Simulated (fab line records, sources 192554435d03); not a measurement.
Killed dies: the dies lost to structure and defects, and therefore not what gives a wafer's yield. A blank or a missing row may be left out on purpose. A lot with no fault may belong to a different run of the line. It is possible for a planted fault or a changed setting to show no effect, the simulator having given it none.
Chamber matching ; flow n5 finfet ; N5_HKMG_FIN_ALD_91 on ald metal-03: 4 sister chambers
The step deposits TiN, target thk 1 nm, pulse time 1 s, purge time 3 s. 33 wafers are shown with their chamber, then 12 later ones without.

WAFERS PAIRED WITH THEIR CHAMBERS
wafer;chamber;heater power w (W);precursor pulse height rel
L078.1;0;877;1.028
L078.3;2;657;0.995
L078.6;0;844;1.003
L079.1;3;970;1.005
L079.3;2;664;1.002
L079.6;2;660;1.015
L080.1;0;855;0.977
L080.3;1;1047;0.982
L080.5;0;863;0.982
L082.1;3;949;0.970
L082.2;0;859;1.028
L082.3;2;661;1.001
L083.1;3;941;1.032
L083.2;2;668;1.017
L083.3;0;840;1.009
L083.4;1;1027;1.015
L083.5;0;860;1.007
L083.6;1;1033;0.985
L086.1;0;882;0.981
L086.2;1;1033;1.009
L086.3;3;948;0.992
L086.4;2;680;1.015
L086.5;0;851;1.006
L086.6;1;1035;1.001
L087.1;1;1002;1.026
L087.3;2;657;1.000
L087.6;2;660;0.990
L088.1;0;855;1.008
L088.2;2;648;1.011
L088.3;3;936;0.986
L088.4;1;1036;1.009
L088.5;1;1061;1.015
L088.6;0;846;0.998

SIGNATURES (averages over the wafers above)
reading;chamber 0;chamber 1;chamber 2;chamber 3;scatter within a chamber
heater power w;857.45;1034.25;661.67;948.80;13.1
precursor pulse height rel;1.00245;1.00525;1.00511;0.99700;0.0161
Rule: for a wafer and a chamber, the distance is found by dividing, reading by reading, the gap between the wafer's reading and the chamber's mean by the reading's scatter, squaring, summing and taking the root. If the next closest chamber is less than 2 further off than the closest, the wafer can't be placed; otherwise it belongs to the closest. The scatter is the square root of a quotient: the sum, over the shown wafers, of each reading's squared deviation from its chamber's mean, divided by wafers minus chambers.

WAFERS MISSING THEIR CHAMBER
wafer;heater power w (W);precursor pulse height rel
L089.1;1008;0.984
L089.2;650;0.968
L089.3;946;0.987
L089.4;869;0.980
L089.5;1045;0.991
L089.6;833;0.995
L090.1;938;0.996
L090.2;1025;1.000
L090.5;1025;1.056
L097.2;675;1.006
L097.5;1033;1.028
L097.6;848;1.013

THE CHAMBER EACH PASSED THROUGH
wafer;from the rows above;in truth
L089.1;1;1
L089.2;2;2
L089.3;3;3
L089.4;0;0
L089.5;1;1
L089.6;0;0
L090.1;3;3
L090.2;1;1
L090.5;1;1
L097.2;2;2
L097.5;1;1
L097.6;0;0
12 of 12 placed correctly. Number that these rows cannot place: 0. 0 placed wrongly.
